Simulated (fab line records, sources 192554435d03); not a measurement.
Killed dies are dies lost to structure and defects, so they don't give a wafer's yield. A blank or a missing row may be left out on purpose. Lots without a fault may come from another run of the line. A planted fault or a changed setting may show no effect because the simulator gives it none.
Problem report in the 8D (eight disciplines) form, filled by code | flow n5_finfet | the parts of the form that need people (team, actions taken, sign-off) are left out

1. THE PROBLEM
exposure_dose_mJ_cm2 at N5_WELL_APT_EXPOSE_05 reads a mean of 20.897 on 6 wafers of 2 lots; wafers without a fault read 20.283 with a standard deviation of 0.02. That is +31 standard deviations from the usual mean.
The step: exposes mask NWELL, defocus 0 nm, target cd 200 nm.
First seen on wafer L837.3, day 4 19:31, on krf_scanner-02. The record holds 18 wafers of 6 lots with a number at this step. Rule for "out", or "out of limits": more than 4 standard deviations from the usual mean. The other wafers with a number count as sound.

2. WHAT IT IS AND WHAT IT IS NOT
question                    | is                     | is not
which readings at this step | exposure_dose_mJ_cm2   | stage_vel_mm_s
which lots                  | L837, L838             | L824, L829, L843, L844
which wafers of those lots  | all that have a number | -
read on which tools         | krf_scanner-02         | krf_scanner-01
when                        | from day 4 19:31       | up to then (6 sound wafers); but 6 sound wafers of L843, L844 came after

3. SUSPECTS, AND WHAT RULES EACH OUT
Counting: a tool at a process step up to the reading stays a suspect if it ran every lot that is out and no sound lot after the first of them.
- rie_diel-04 at N5_ZERO_LAYER_DESCUM_16 (chemistry O2, time 7.9 s): ruled out as a lasting fault. Sound lots L843 ran on it after its first lot that is out, L837 (day 4 18:41).
- rie_diel-04 at N5_ZERO_LAYER_ETCH_17 (etches SiO2 in CF4, target depth 12 nm, time 13.3 s): ruled out as a lasting fault. Sound lots L843 ran on it after its first lot that is out, L837 (day 4 18:43).
- rie_si-06 at N5_ZERO_LAYER_ETCH_18 (etches Si in HBr/Cl2, target depth 120 nm, time 40 s): kept. It ran every lot that is out, first L837 (day 4 18:47), and no sound lot after that.
- plasma_asher-01 at N5_ZERO_LAYER_STRIP_24 (strips in O2): ruled out as a lasting fault. Sound lots L843, L844 ran on it after its first lot that is out, L837 (day 4 18:55).
- krf_scanner-02 at N5_WELL_APT_EXPOSE_05 (exposes mask NWELL, defocus 0 nm, target cd 200 nm): kept. It ran every lot that is out, first L837 (day 4 19:31), and no sound lot after that; its last sound lot up to then is L829 (day 2 19:33). Its own readings are out on those wafers: exposure_dose_mJ_cm2.
Left after counting: rie_si-06 at N5_ZERO_LAYER_ETCH_18, krf_scanner-02 at N5_WELL_APT_EXPOSE_05.

4. THE CAUSE (what the simulator had put in)
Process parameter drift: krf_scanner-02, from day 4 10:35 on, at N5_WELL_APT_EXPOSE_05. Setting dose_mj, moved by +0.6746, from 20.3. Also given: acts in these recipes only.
Counting left 2 suspects, and this tool is among them.

5. THE CHAIN OF EFFECTS, in route order
Each row: a reading whose mean over the struck wafers that have a number lies more than 3 standard deviations from the usual. Only readings for which the record gives a usual standard deviation are gone through. hours: the time from each lot's start at the first step in this table that gives one to its start at this step, as a median over the lots. sigmas: the change in usual standard deviations.
hours | step                  | reading              | usual  | on struck wafers | change | sigmas
0     | N5_WELL_APT_EXPOSE_05 | exposure_dose_mJ_cm2 | 20.283 | 20.897           | +0.614 | +31
The process steps in it:
- N5_WELL_APT_EXPOSE_05: exposes mask NWELL, defocus 0 nm, target cd 200 nm.
Later measuring or inspecting steps at which every struck wafer that the step has a row for has a number for every such reading, and none has moved that far: N5_WELL_APT_CD_MEAS_08, N5_WELL_APT_OVL_MEAS_09, N5_WELL_APT_INSPECT_10, N5_BEOL_M4_RC_MEAS_101.

6. WHAT WOULD HAVE CAUGHT IT SOONER
In this record the first reading out of limits was taken at day 4 19:31, 9 hours after the fault began at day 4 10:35.
